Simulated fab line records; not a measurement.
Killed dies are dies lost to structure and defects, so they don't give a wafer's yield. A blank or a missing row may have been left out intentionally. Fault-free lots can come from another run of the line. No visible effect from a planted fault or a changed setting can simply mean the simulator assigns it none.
Split-lot experiment    flow n5-finfet    21 wafers read from 7 lots, route of 1938 steps

## THE SPLIT ITSELF
At N5_MOL_CONTACT_COAG_EXPOSE_37 (exposes mask VD, defocus 0 nm), the setting dose-mj was moved away from the recipe's 62 on 5 of the 21 wafers read, by -6.4% to +4.9%. The other wafers ran this setting at the recipe's value.

## FROM THE SPLIT TO THE READING: what the file shows between them, 2 steps
- N5_MOL_CONTACT_COAG_PEB_38: peb time 60 s
- N5_MOL_CONTACT_COAG_DEVELOP_39: develop time 30 s

## THE READING
cd-nm, in nm, at N5_MOL_CONTACT_COAG_CD_MEAS_40 (target cd 25.1 nm). Typical for fault-free wafers on this fab line: 25.12 nm, with standard deviation 0.24 nm.

wafer   tool, chamber at the split  dose-mj as run  against the recipe  cd-nm, nm  against lot-mates on the recipe
L076.1  euv-scanner-02, 0           62              recipe              25.53      -
L076.4  euv-scanner-02, 0           58.05           -6.4%               24.06      -1.38
L076.5  euv-scanner-02, 0           62              recipe              25.35      -
L081.3  euv-scanner-02, 0           62              recipe              25.10      -
L081.4  euv-scanner-02, 0           62              recipe              25.43      -
L081.5  euv-scanner-02, 0           65.04           +4.9%               26.05      +0.79
L080.1  euv-scanner-02, 0           62              recipe              24.92      -
L080.2  euv-scanner-02, 0           62              recipe              25.17      -
L080.4  euv-scanner-02, 0           62              recipe              24.91      -
L090.4  euv-scanner-01, 0           62              recipe              25.09      -
L090.5  euv-scanner-01, 0           62              recipe              25.36      -
L090.6  euv-scanner-01, 0           62              recipe              25.06      -
L091.2  euv-scanner-01, 0           62              recipe              25.16      -
L091.3  euv-scanner-01, 0           62              recipe              24.94      -
L091.6  euv-scanner-01, 0           62              recipe              24.85      -
L092.2  euv-scanner-02, 0           62              recipe              25.69      -
L092.4  euv-scanner-02, 0           60.47           -2.5%               24.03      -1.39
L092.5  euv-scanner-02, 0           62              recipe              25.16      -
L097.2  euv-scanner-02, 0           60.33           -2.7%               24.96      -0.51
L097.3  euv-scanner-02, 0           62              recipe              25.47      -
L097.4  euv-scanner-02, 0           60.33           -2.7%               24.79      -0.68

THE FIT
A straight line over all 21 wafers: cd-nm changes by +0.187 nm for each +1% of dose-mj; r = +0.81; the points scatter about the line by 0.28 nm.
The same after taking each lot's own level away (the mean of its wafers on the recipe; 21 wafers): +0.22 nm for each +1%; r = +0.88; scatter 0.24 nm.
The reading moves by 1.4 nm for the largest change in dose-mj, on that fit.
From 24.983 to 25.470 nm: that is the span of the lots' own levels, equal to 2.0 times the standard deviation above.
In other words, the slope is changed by the lot-to-lot level; the two fits disagree.
Check: with one of the wafers moved furthest among these (-6.4%) left out of the fit, the line predicts -1.53 nm for it against its lot-mates. Against them it came out at -1.38 nm.

## OTHER SPLITS ON THESE WAFERS
Before the reading, these wafers also passed through other splits. Each is held against what the fit with the lots' levels taken away leaves over:
other split on the same wafers         wafers away from the commonest value  r with cd-nm (lot level and that fit taken away)
N5_MOL_CONTACT_COAG_EXPOSE_05 dose-mj  8                                     +0.01

## THE FILE'S OWN FIT
cd-nm changes by +0.227 nm for each +1% of dose-mj, r = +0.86.
